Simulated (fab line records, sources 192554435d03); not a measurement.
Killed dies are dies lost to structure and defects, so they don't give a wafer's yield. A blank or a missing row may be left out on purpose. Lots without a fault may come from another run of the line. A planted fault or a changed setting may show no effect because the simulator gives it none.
Which tool did it? | flow n5_finfet | 24 lots, 72 wafers sampled, at 6 steps of a route of 1938

WHAT THE GAUGES READ, wafer by wafer
The record holds no reading of a measuring or inspecting step that can be judged against a usual standard deviation.

WHICH TOOL RAN EACH LOT (tool, then ch and the chambers of the sampled wafers, then the start)
lot  | N5_FIN_SAQP_ALD_61               | N5_FIN_SAQP_HM_DEP_03          | N5_FIN_SAQP_PECVD_06           | N5_FIN_CUT_ETCH_21                | N5_FIN_CUT_CUT_ETCH_15          | N5_STI_FIN_REVEAL_DENSIFY_30
L074 | ald_sin-04 ch 1,3, day 1 20:04   | pecvd-04 ch 0,1, day 1 20:31   | pecvd-03 ch 0,1,2, day 1 20:43 | rie_diel-06 ch 1,2,3, day 2 04:41 | rie_si-01 ch 2,3, day 2 05:34   | rtp_anneal-01 ch 0, day 2 11:24
L075 | ald_sin-04 ch 1,3, day 2 04:05   | pecvd-04 ch 0,1,2, day 2 04:30 | pecvd-01 ch 0,1, day 2 04:42   | rie_diel-01 ch 1,2,3, day 2 10:25 | rie_si-01 ch 1,2,3, day 2 11:01 | rtp_anneal-02 ch 0, day 2 16:46
L076 | ald_sin-01 ch 1,2, day 2 08:08   | pecvd-01 ch 0,1,2, day 2 08:34 | pecvd-03 ch 0,1, day 2 08:46   | rie_diel-01 ch 2,3, day 2 15:38   | rie_si-04 ch 0,2,3, day 2 16:11 | rtp_anneal-02 ch 0, day 3 00:00
L077 | ald_sin-04 ch 0,1,2, day 2 14:41 | pecvd-04 ch 0,1,2, day 2 15:09 | pecvd-01 ch 0,1, day 2 15:22   | rie_diel-01 ch 0,1,2, day 2 22:58 | rie_si-01 ch 0,2,3, day 2 23:34 | rtp_anneal-01 ch 0, day 3 05:23
L078 | ald_sin-03 ch 0,2, day 2 21:08   | pecvd-04 ch 0,2, day 2 21:36   | pecvd-01 ch 0,1,2, day 2 21:49 | rie_diel-01 ch 2,3, day 3 04:13   | rie_si-04 ch 0,2, day 3 04:49   | rtp_anneal-01 ch 0, day 3 10:52
L079 | ald_sin-04 ch 0,2, day 3 02:53   | pecvd-01 ch 0,2, day 3 03:25   | pecvd-01 ch 1,2, day 3 03:38   | rie_diel-06 ch 0,3, day 3 09:55   | rie_si-04 ch 0,2, day 3 10:27   | rtp_anneal-02 ch 0, day 3 16:12
L080 | ald_sin-03 ch 1,2,3, day 3 08:46 | pecvd-04 ch 0,1,2, day 3 09:23 | pecvd-01 ch 0,1,2, day 3 09:35 | rie_diel-03 ch 0,1,2, day 3 14:56 | rie_si-04 ch 0,1,3, day 3 15:29 | rtp_anneal-01 ch 0, day 3 21:13
L081 | ald_sin-03 ch 0,1,2, day 3 14:51 | pecvd-01 ch 0,2, day 3 15:26   | pecvd-01 ch 0,1,2, day 3 15:38 | rie_diel-01 ch 0,2,3, day 3 22:45 | rie_si-01 ch 0,1,3, day 3 23:18 | rtp_anneal-01 ch 0, day 4 05:56
L082 | ald_sin-03 ch 0,2,3, day 3 22:57 | pecvd-03 ch 0,1,2, day 3 23:23 | pecvd-01 ch 0,1, day 3 23:35   | rie_diel-01 ch 0,1,2, day 4 05:37 | rie_si-04 ch 0,1, day 4 06:09   | rtp_anneal-01 ch 0, day 4 12:10
L083 | ald_sin-04 ch 1,2,3, day 4 03:20 | pecvd-01 ch 0,1,2, day 4 03:45 | pecvd-04 ch 0,1,2, day 4 03:57 | rie_diel-01 ch 0,2, day 4 10:01   | rie_si-06 ch 0,1,2, day 4 10:34 | rtp_anneal-01 ch 0, day 4 17:20
L084 | ald_sin-01 ch 1,3, day 4 08:07   | pecvd-03 ch 0,2, day 4 08:31   | pecvd-04 ch 0,1, day 4 08:44   | rie_diel-01 ch 0,1,3, day 4 16:31 | rie_si-01 ch 1,2, day 4 17:03   | rtp_anneal-02 ch 0, day 4 23:48
L085 | ald_sin-03 ch 0,1,2, day 4 17:37 | pecvd-04 ch 0,1,2, day 4 18:03 | pecvd-03 ch 0,1,2, day 4 18:16 | rie_diel-03 ch 0,1,2, day 5 06:14 | rie_si-06 ch 0,1,3, day 5 06:47 | rtp_anneal-01 ch 0, day 5 12:36
L086 | ald_sin-03 ch 0,2,3, day 5 00:04 | pecvd-01 ch 0,1, day 5 00:29   | pecvd-04 ch 0,2, day 5 00:41   | rie_diel-06 ch 0,1,2, day 5 07:41 | rie_si-04 ch 2,3, day 5 08:14   | rtp_anneal-02 ch 0, day 5 14:00
L087 | ald_sin-01 ch 1,2,3, day 5 05:05 | pecvd-04 ch 0,1,2, day 5 05:30 | pecvd-01 ch 0,1,2, day 5 05:42 | rie_diel-01 ch 0,1,2, day 5 11:05 | rie_si-01 ch 0,2,3, day 5 11:37 | rtp_anneal-01 ch 0, day 5 17:22
L088 | ald_sin-04 ch 0,1,2, day 5 08:52 | pecvd-03 ch 0,1,2, day 5 09:17 | pecvd-04 ch 1,2, day 5 09:31   | rie_diel-01 ch 0,1,3, day 5 15:25 | rie_si-01 ch 0,2,3, day 5 15:57 | rtp_anneal-01 ch 0, day 5 21:51
L089 | ald_sin-01 ch 0,1,2, day 5 14:43 | pecvd-03 ch 1,2, day 5 15:08   | pecvd-03 ch 0,2, day 5 15:20   | rie_diel-03 ch 0,2,3, day 5 20:42 | rie_si-04 ch 0,1,2, day 5 21:14 | rtp_anneal-01 ch 0, day 6 03:52
L090 | ald_sin-03 ch 1,3, day 5 20:20   | pecvd-01 ch 0,1,2, day 5 20:45 | pecvd-04 ch 1,2, day 5 20:58   | rie_diel-01 ch 1,3, day 6 02:26   | rie_si-04 ch 0,1,3, day 6 02:59 | rtp_anneal-02 ch 0, day 6 08:58
L091 | ald_sin-03 ch 0,1, day 6 02:30   | pecvd-03 ch 1,2, day 6 02:55   | pecvd-01 ch 0,1, day 6 03:07   | rie_diel-01 ch 0,1,3, day 6 08:46 | rie_si-06 ch 0,1, day 6 09:18   | rtp_anneal-01 ch 0, day 6 15:10
L092 | ald_sin-04 ch 0,2,3, day 6 09:05 | pecvd-03 ch 0,1,2, day 6 09:31 | pecvd-03 ch 0,1,2, day 6 09:43 | rie_diel-03 ch 1,2, day 6 15:36   | rie_si-06 ch 0,3, day 6 16:08   | rtp_anneal-02 ch 0, day 6 21:55
L093 | ald_sin-03 ch 0,1, day 6 15:09   | pecvd-03 ch 0,1, day 6 15:34   | pecvd-04 ch 0,1,2, day 6 15:47 | rie_diel-06 ch 2,3, day 6 21:55   | rie_si-06 ch 0,2,3, day 6 22:28 | rtp_anneal-02 ch 0, day 7 04:36
L094 | ald_sin-03 ch 0,2,3, day 6 20:34 | pecvd-04 ch 0,1,2, day 6 20:59 | pecvd-01 ch 0,1,2, day 6 21:11 | rie_diel-06 ch 0,1,3, day 7 04:55 | rie_si-06 ch 0,1,3, day 7 05:27 | rtp_anneal-02 ch 0, day 7 11:12
L095 | ald_sin-04 ch 0,1,2, day 7 03:48 | pecvd-04 ch 0,1, day 7 04:13   | pecvd-01 ch 0,1,2, day 7 04:25 | rie_diel-01 ch 1,2, day 7 10:45   | rie_si-01 ch 1,2, day 7 11:17   | rtp_anneal-01 ch 0, day 7 17:22
L096 | ald_sin-03 ch 0,1, day 7 08:05   | pecvd-03 ch 0, day 7 08:31     | pecvd-04 ch 0,2, day 7 08:44   | rie_diel-06 ch 0,2,3, day 7 14:32 | rie_si-01 ch 0,2,3, day 7 15:05 | rtp_anneal-02 ch 0, day 7 21:18
L097 | ald_sin-01 ch 0,1,3, day 7 14:03 | pecvd-01 ch 0,1, day 7 14:28   | pecvd-04 ch 0,1,2, day 7 14:40 | rie_diel-01 ch 0,1,3, day 7 20:13 | rie_si-01 ch 1,2,3, day 7 20:46 | rtp_anneal-02 ch 0, day 8 02:49
- N5_FIN_SAQP_ALD_61: deposits SiO2, target thk 4 nm, pulse time 1 s, purge time 2 s.
- N5_FIN_SAQP_HM_DEP_03: deposits SiNx from SiH4/NH3/N2, target thk 38 nm, time 33.6 s.
- N5_FIN_SAQP_PECVD_06: deposits a-Si from SiH4/He, target thk 60 nm, time 48.1 s.
- N5_FIN_CUT_ETCH_21: etches SOC in N2/H2, target depth 219 nm, overetch 43.8 nm, time 523.5 s.
- N5_FIN_CUT_CUT_ETCH_15: etches Si in HBr/Cl2/O2, target depth 100 nm, bt time 10 s, time 42.4 s.
- N5_STI_FIN_REVEAL_DENSIFY_30

WHAT THE TOOLS THEMSELVES READ (means of the sampled wafers that have a number; where no wafer has one, the mark that the record gives instead)
N5_FIN_SAQP_ALD_61. Usual: chamber_pressure_Torr 2.000 Torr, standard deviation 0.0039; heater_power_w 481 W, standard deviation 45; precursor_pulse_height_rel 0.999, standard deviation 0.02.
lot  | tool       | chamber_pressure_Torr (Torr) | heater_power_w (W) | precursor_pulse_height_rel | flag
L074 | ald_sin-04 | 2.000                        | 489                | 1.009                      |
L075 | ald_sin-04 | 1.999                        | 477                | 0.994                      |
L076 | ald_sin-01 | 2.001                        | 526                | 1.000                      |
L077 | ald_sin-04 | 1.999                        | 449                | 1.001                      |
L078 | ald_sin-03 | 2.004                        | 495                | 1.009                      |
L079 | ald_sin-04 | 1.998                        | 445                | 0.986                      |
L080 | ald_sin-03 | 1.998                        | 468                | 0.998                      |
L081 | ald_sin-03 | 2.000                        | 461                | 0.999                      |
L082 | ald_sin-03 | 2.002                        | 506                | 1.001                      |
L083 | ald_sin-04 | 1.998                        | 460                | 0.988                      |
L084 | ald_sin-01 | 2.002                        | 481                | 0.984                      |
L085 | ald_sin-03 | 2.001                        | 465                | 0.985                      |
L086 | ald_sin-03 | 2.004                        | 503                | 0.997                      |
L087 | ald_sin-01 | 1.995                        | 478                | 1.017                      |
L088 | ald_sin-04 | 1.997                        | 449                | 1.016                      |
L089 | ald_sin-01 | 2.001                        | 532                | 1.004                      |
L090 | ald_sin-03 | 2.001                        | 450                | 0.990                      |
L091 | ald_sin-03 | 1.997                        | 443                | 1.003                      |
L092 | ald_sin-04 | 2.003                        | 468                | 1.001                      |
L093 | ald_sin-03 | 2.001                        | 441                | 1.008                      |
L094 | ald_sin-03 | 2.004                        | 507                | 1.008                      |
L095 | ald_sin-04 | 2.001                        | 451                | 1.001                      |
L096 | ald_sin-03 | 2.003                        | 438                | 0.978                      |
L097 | ald_sin-01 | 2.001                        | 491                | 0.996                      |

N5_FIN_SAQP_HM_DEP_03. Usual: chamber_pressure_Torr 1.500 Torr, standard deviation 0.0036; heater_power_w 827 W, standard deviation 110; showerhead_plenum_p_Torr 5.17 Torr, standard deviation 0.052; throttle_valve_pct 40.0 %, standard deviation 2.1.
lot  | tool     | chamber_pressure_Torr (Torr) | heater_power_w (W) | showerhead_plenum_p_Torr (Torr) | throttle_valve_pct (%) | flag
L074 | pecvd-04 | 1.501                        | 894                | 5.17                            | 43.2                   |
L075 | pecvd-04 | 1.503                        | 855                | 5.16                            | 41.5                   |
L076 | pecvd-01 | 1.497                        | 818                | 5.16                            | 38.7                   |
L077 | pecvd-04 | 1.498                        | 840                | 5.16                            | 41.5                   |
L078 | pecvd-04 | 1.502                        | 725                | 5.19                            | 40.9                   |
L079 | pecvd-01 | 1.503                        | 928                | 5.14                            | 37.9                   |
L080 | pecvd-04 | 1.502                        | 796                | 5.16                            | 41.7                   |
L081 | pecvd-01 | 1.498                        | 969                | 5.14                            | 37.6                   |
L082 | pecvd-03 | 1.500                        | 773                | 5.19                            | 38.7                   |
L083 | pecvd-01 | 1.504                        | 866                | 5.17                            | 38.8                   |
L084 | pecvd-03 | 1.502                        | 829                | 5.23                            | 39.0                   |
L085 | pecvd-04 | 1.500                        | 818                | 5.17                            | 41.8                   |
L086 | pecvd-01 | 1.498                        | 1007               | 5.15                            | 39.3                   |
L087 | pecvd-04 | 1.500                        | 848                | 5.17                            | 41.7                   |
L088 | pecvd-03 | 1.500                        | 790                | 5.18                            | 39.0                   |
L089 | pecvd-03 | 1.503                        | 780                | 5.14                            | 38.7                   |
L090 | pecvd-01 | 1.500                        | 888                | 5.16                            | 38.9                   |
L091 | pecvd-03 | 1.497                        | 816                | 5.13                            | 38.5                   |
L092 | pecvd-03 | 1.503                        | 833                | 5.19                            | 39.0                   |
L093 | pecvd-03 | 1.502                        | 709                | 5.19                            | 39.8                   |
L094 | pecvd-04 | 1.498                        | 817                | 5.17                            | 41.9                   |
L095 | pecvd-04 | 1.500                        | 809                | 5.17                            | 43.0                   |
L096 | pecvd-03 | 1.501                        | 811                | 5.25                            | 40.2                   |
L097 | pecvd-01 | 1.497                        | 906                | 5.17                            | 40.5                   |

N5_FIN_SAQP_PECVD_06. Usual: chamber_pressure_Torr 3.001 Torr, standard deviation 0.0068; heater_power_w 909 W, standard deviation 120; showerhead_plenum_p_Torr 5.69 Torr, standard deviation 0.035; throttle_valve_pct 18.1 %, standard deviation 0.92.
lot  | tool     | chamber_pressure_Torr (Torr) | heater_power_w (W) | showerhead_plenum_p_Torr (Torr) | throttle_valve_pct (%) | flag
L074 | pecvd-03 | 3.004                        | 835                | 5.70                            | 17.8                   |
L075 | pecvd-01 | 3.004                        | 1003               | 5.69                            | 18.5                   |
L076 | pecvd-03 | 3.002                        | 771                | 5.67                            | 17.8                   |
L077 | pecvd-01 | 2.996                        | 928                | 5.69                            | 18.3                   |
L078 | pecvd-01 | 3.005                        | 958                | 5.68                            | 17.7                   |
L079 | pecvd-01 | 2.998                        | 795                | 5.70                            | 17.6                   |
L080 | pecvd-01 | 2.997                        | 923                | 5.68                            | 17.6                   |
L081 | pecvd-01 | 2.999                        | 915                | 5.68                            | 17.7                   |
L082 | pecvd-01 | 3.006                        | 1011               | 5.70                            | 18.3                   |
L083 | pecvd-04 | 3.004                        | 898                | 5.69                            | 19.0                   |
L084 | pecvd-04 | 3.003                        | 902                | 5.66                            | 19.3                   |
L085 | pecvd-03 | 2.998                        | 797                | 5.69                            | 17.7                   |
L086 | pecvd-04 | 3.003                        | 851                | 5.71                            | 18.7                   |
L087 | pecvd-01 | 3.003                        | 942                | 5.69                            | 17.9                   |
L088 | pecvd-04 | 2.994                        | 887                | 5.68                            | 18.2                   |
L089 | pecvd-03 | 3.004                        | 870                | 5.74                            | 17.8                   |
L090 | pecvd-04 | 3.004                        | 898                | 5.65                            | 18.8                   |
L091 | pecvd-01 | 3.000                        | 1048               | 5.67                            | 18.3                   |
L092 | pecvd-03 | 2.999                        | 889                | 5.70                            | 17.9                   |
L093 | pecvd-04 | 2.999                        | 908                | 5.69                            | 19.0                   |
L094 | pecvd-01 | 3.008                        | 908                | 5.68                            | 17.7                   |
L095 | pecvd-01 | 2.994                        | 959                | 5.68                            | 17.6                   |
L096 | pecvd-04 | 2.997                        | 866                | 5.71                            | 19.2                   |
L097 | pecvd-04 | 2.998                        | 947                | 5.69                            | 18.9                   |

N5_FIN_CUT_ETCH_21. Usual: drypump_motor_current_A 5.7 A, standard deviation 0.4; oes_product_au 0.69 a.u., standard deviation 0.041; rf_vpp_V 240.8 V, standard deviation 1.4; showerhead_plenum_p_Torr 2.55 Torr, standard deviation 0.093; temp_c 40.01 C, standard deviation 0.11; throttle_valve_pct 18.00 %, standard deviation 0.26.
lot  | tool        | drypump_motor_current_A (A) | oes_product_au (a.u.) | rf_vpp_V (V) | showerhead_plenum_p_Torr (Torr) | temp_c (C) | throttle_valve_pct (%) | flag
L074 | rie_diel-06 | 6.0                         | 0.68                  | 240.6        | 2.43                            | 40.05      | 17.94                  |
L075 | rie_diel-01 | 5.4                         | 0.70                  | 241.7        | 2.62                            | 40.12      | 18.10                  |
L076 | rie_diel-01 | 5.4                         | 0.72                  | 241.0        | 2.64                            | 39.98      | 18.06                  |
L077 | rie_diel-01 | 5.5                         | 0.68                  | 241.0        | 2.60                            | 40.07      | 17.98                  |
L078 | rie_diel-01 | 5.4                         | 0.73                  | 241.2        | 2.62                            | 40.12      | 18.23                  |
L079 | rie_diel-06 | 6.3                         | 0.72                  | 239.2        | 2.42                            | 39.86      | 17.52                  |
L080 | rie_diel-03 | 6.3                         | 0.69                  | 240.3        | 2.57                            | 39.98      | 17.97                  |
L081 | rie_diel-01 | 5.4                         | 0.70                  | 241.2        | 2.60                            | 39.97      | 18.13                  |
L082 | rie_diel-01 | 5.5                         | 0.68                  | 240.7        | 2.60                            | 40.14      | 18.02                  |
L083 | rie_diel-01 | 5.4                         | 0.69                  | 242.7        | 2.61                            | 40.08      | 17.97                  |
L084 | rie_diel-01 | 5.5                         | 0.69                  | 240.9        | 2.58                            | 39.95      | 18.17                  |
L085 | rie_diel-03 | 6.3                         | 0.67                  | 241.6        | 2.57                            | 39.96      | 17.99                  |
L086 | rie_diel-06 | 6.2                         | 0.74                  | 241.3        | 2.55                            | 40.00      | 17.82                  |
L087 | rie_diel-01 | 5.5                         | 0.67                  | 242.5        | 2.59                            | 39.96      | 18.02                  |
L088 | rie_diel-01 | 5.5                         | 0.68                  | 240.8        | 2.57                            | 40.03      | 18.18                  |
L089 | rie_diel-03 | 5.9                         | 0.70                  | 241.2        | 2.59                            | 40.01      | 17.85                  |
L090 | rie_diel-01 | 5.5                         | 0.67                  | 241.6        | 2.59                            | 39.96      | 18.19                  |
L091 | rie_diel-01 | 5.5                         | 0.67                  | 240.6        | 2.57                            | 39.99      | 18.19                  |
L092 | rie_diel-03 | 6.6                         | 0.65                  | 239.9        | 2.49                            | 40.01      | 17.97                  |
L093 | rie_diel-06 | 5.8                         | 0.70                  | 238.6        | 2.40                            | 39.89      | 17.79                  |
L094 | rie_diel-06 | 6.3                         | 0.74                  | 239.7        | 2.50                            | 40.07      | 17.64                  |
L095 | rie_diel-01 | 5.5                         | 0.66                  | 240.9        | 2.60                            | 40.03      | 18.04                  |
L096 | rie_diel-06 | 6.1                         | 0.69                  | 239.0        | 2.42                            | 40.05      | 17.78                  |
L097 | rie_diel-01 | 5.5                         | 0.67                  | 241.7        | 2.56                            | 40.04      | 18.21                  |

N5_FIN_CUT_CUT_ETCH_15. Usual: drypump_motor_current_A 5.7 A, standard deviation 0.43; oes_product_au 0.987 a.u., standard deviation 0.015; throttle_valve_pct 37.3 %, standard deviation 0.36.
lot  | tool      | drypump_motor_current_A (A) | oes_product_au (a.u.) | throttle_valve_pct (%) | flag
L074 | rie_si-01 | 5.8                         | 0.989                 | 37.4                   |
L075 | rie_si-01 | 5.6                         | 0.984                 | 37.1                   |
L076 | rie_si-04 | 5.9                         | 0.991                 | 37.5                   |
L077 | rie_si-01 | 5.5                         | 0.986                 | 37.2                   |
L078 | rie_si-04 | 6.2                         | 0.998                 | 37.7                   |
L079 | rie_si-04 | 5.8                         | 0.993                 | 37.6                   |
L080 | rie_si-04 | 5.5                         | 0.979                 | 37.2                   |
L081 | rie_si-01 | 5.3                         | 0.993                 | 37.2                   |
L082 | rie_si-04 | 5.5                         | 0.973                 | 37.1                   |
L083 | rie_si-06 | 5.8                         | 1.000                 | 37.4                   |
L084 | rie_si-01 | 5.6                         | 0.975                 | 36.9                   |
L085 | rie_si-06 | 6.1                         | 0.984                 | 37.6                   |
L086 | rie_si-04 | 5.9                         | 0.989                 | 37.5                   |
L087 | rie_si-01 | 5.5                         | 0.989                 | 37.2                   |
L088 | rie_si-01 | 5.5                         | 0.990                 | 37.2                   |
L089 | rie_si-04 | 5.8                         | 0.987                 | 37.4                   |
L090 | rie_si-04 | 5.5                         | 0.975                 | 37.2                   |
L091 | rie_si-06 | 6.2                         | 0.992                 | 37.6                   |
L092 | rie_si-06 | 6.1                         | 0.981                 | 37.6                   |
L093 | rie_si-06 | 5.8                         | 0.994                 | 37.4                   |
L094 | rie_si-06 | 6.1                         | 0.983                 | 37.6                   |
L095 | rie_si-01 | 5.5                         | 0.973                 | 36.9                   |
L096 | rie_si-01 | 5.5                         | 0.988                 | 37.2                   |
L097 | rie_si-01 | 5.6                         | 0.984                 | 37.2                   |

N5_STI_FIN_REVEAL_DENSIFY_30. Usual: lamp_power_pct 11.54 %, standard deviation 0.054.
lot  | tool          | lamp_power_pct (%) | flag
L074 | rtp_anneal-01 | 11.54              |
L075 | rtp_anneal-02 | 11.55              |
L076 | rtp_anneal-02 | 11.56              |
L077 | rtp_anneal-01 | 11.49              |
L078 | rtp_anneal-01 | 11.52              |
L079 | rtp_anneal-02 | 11.52              |
L080 | rtp_anneal-01 | 11.51              |
L081 | rtp_anneal-01 | 11.49              |
L082 | rtp_anneal-01 | 11.56              |
L083 | rtp_anneal-01 | 11.50              |
L084 | rtp_anneal-02 | 11.55              |
L085 | rtp_anneal-01 | 11.54              |
L086 | rtp_anneal-02 | 11.55              |
L087 | rtp_anneal-01 | 11.55              |
L088 | rtp_anneal-01 | 11.57              |
L089 | rtp_anneal-01 | 11.57              |
L090 | rtp_anneal-02 | 11.53              |
L091 | rtp_anneal-01 | 11.53              |
L092 | rtp_anneal-02 | 11.46              |
L093 | rtp_anneal-02 | 11.49              |
L094 | rtp_anneal-02 | 11.49              |
L095 | rtp_anneal-01 | 11.53              |
L096 | rtp_anneal-02 | 11.55              |
L097 | rtp_anneal-02 | 11.56              |

THE ANSWER, worked out from the rows above alone
Rule: a lot is off if the mean of its wafers that have a number lies more than 3 standard deviations from the usual mean. A lot without any number at a reading at which 4 lots or more have one is off too. The other lots that the step has rows for count as sound. The gauges are gone through in route order, then the tools' own readings, and for those a lot's mean is taken as printed above. The first step at which some lot is off is used, and at that step the reading that is off furthest; a lot without a number counts as furthest.
No lot is off at any reading shown: from this, nothing can be told.

WHAT THE SIMULATOR HAD PUT IN
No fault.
